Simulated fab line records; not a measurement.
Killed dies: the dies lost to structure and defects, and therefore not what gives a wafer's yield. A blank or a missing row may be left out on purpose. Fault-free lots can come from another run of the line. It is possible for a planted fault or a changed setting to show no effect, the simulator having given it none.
Lot-split experiment ; flow n5-finfet ; on a route of 1938 steps: 7 lots, 21 wafers read

== SPLIT DETAILS ==
At N5_BEOL_M9_EXPOSE_08 (exposes mask M9), the setting dose-mj was moved away from the recipe's 53.75 on 3 of the 21 wafers read, by -4.0% to +4.1%. This setting was run at the recipe's value on the other wafers.

== FROM THE SPLIT TO THE READING: what the file shows between them, 2 steps ==
- N5_BEOL_M9_PEB_09: peb time 60 s
- N5_BEOL_M9_DEVELOP_10: develop time 30 s

== THE READING ==
cd-nm, in nm, at N5_BEOL_M9_CD_MEAS_11 (target cd 64.1 nm). Fault-free wafers of this fab line usually give 63.9 nm, standard deviation 0.59 nm.

wafer;tool, chamber at the split;dose-mj as run;against the recipe;cd-nm, nm;against lot-mates on the recipe
L074.1;arfi-scanner-02, 0;53.75;recipe;63.1;-
L074.3;arfi-scanner-02, 0;53.75;recipe;64.0;-
L074.6;arfi-scanner-02, 0;53.75;recipe;63.6;-
L080.2;arfi-scanner-01, 0;53.75;recipe;64.6;-
L080.3;arfi-scanner-01, 0;53.75;recipe;63.8;-
L080.5;arfi-scanner-01, 0;53.75;recipe;63.5;-
L091.3;arfi-scanner-02, 0;53.75;recipe;63.8;-
L091.4;arfi-scanner-02, 0;53.75;recipe;63.7;-
L091.5;arfi-scanner-02, 0;51.59;-4.0%;61.6;-2.1
L089.2;arfi-scanner-02, 0;53.75;recipe;64.3;-
L089.4;arfi-scanner-02, 0;53.75;recipe;63.9;-
L089.6;arfi-scanner-02, 0;53.75;recipe;65.2;-
L092.3;arfi-scanner-01, 0;53.75;recipe;63.7;-
L092.4;arfi-scanner-01, 0;55.51;+3.3%;65.6;+1.9
L092.6;arfi-scanner-01, 0;53.75;recipe;63.7;-
L093.1;arfi-scanner-01, 0;53.75;recipe;64.4;-
L093.4;arfi-scanner-01, 0;53.75;recipe;65.1;-
L093.5;arfi-scanner-01, 0;53.75;recipe;63.6;-
L097.1;arfi-scanner-02, 0;53.75;recipe;63.8;-
L097.4;arfi-scanner-02, 0;53.75;recipe;63.9;-
L097.5;arfi-scanner-02, 0;55.96;+4.1%;67.2;+3.4

THE FIT
A straight line over all 21 wafers: cd-nm changes by +0.641 nm for each +1% of dose-mj; r = +0.87; the points scatter about the line by 0.55 nm.
The same after taking each lot's own level away (the mean of its wafers on the recipe; 21 wafers): +0.651 nm for each +1%; r = +0.91; scatter 0.44 nm.
Per that fit: largest dose-mj move, reading shift of 2.7 nm.
The lots' own levels span 63.57 to 64.47 nm, that is 1.5 times the standard deviation above.
The two slopes agree, so the slope changes little with the lot-to-lot level.
Check: for one of the wafers moved furthest among these (+4.1%), held out of the fit, the line's prediction against its lot-mates is +2.28 nm. It came out at +3.35 nm against them.

== THE FILE'S OWN FIT ==
cd-nm changes by +0.645 nm for each +1% of dose-mj, r = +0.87.
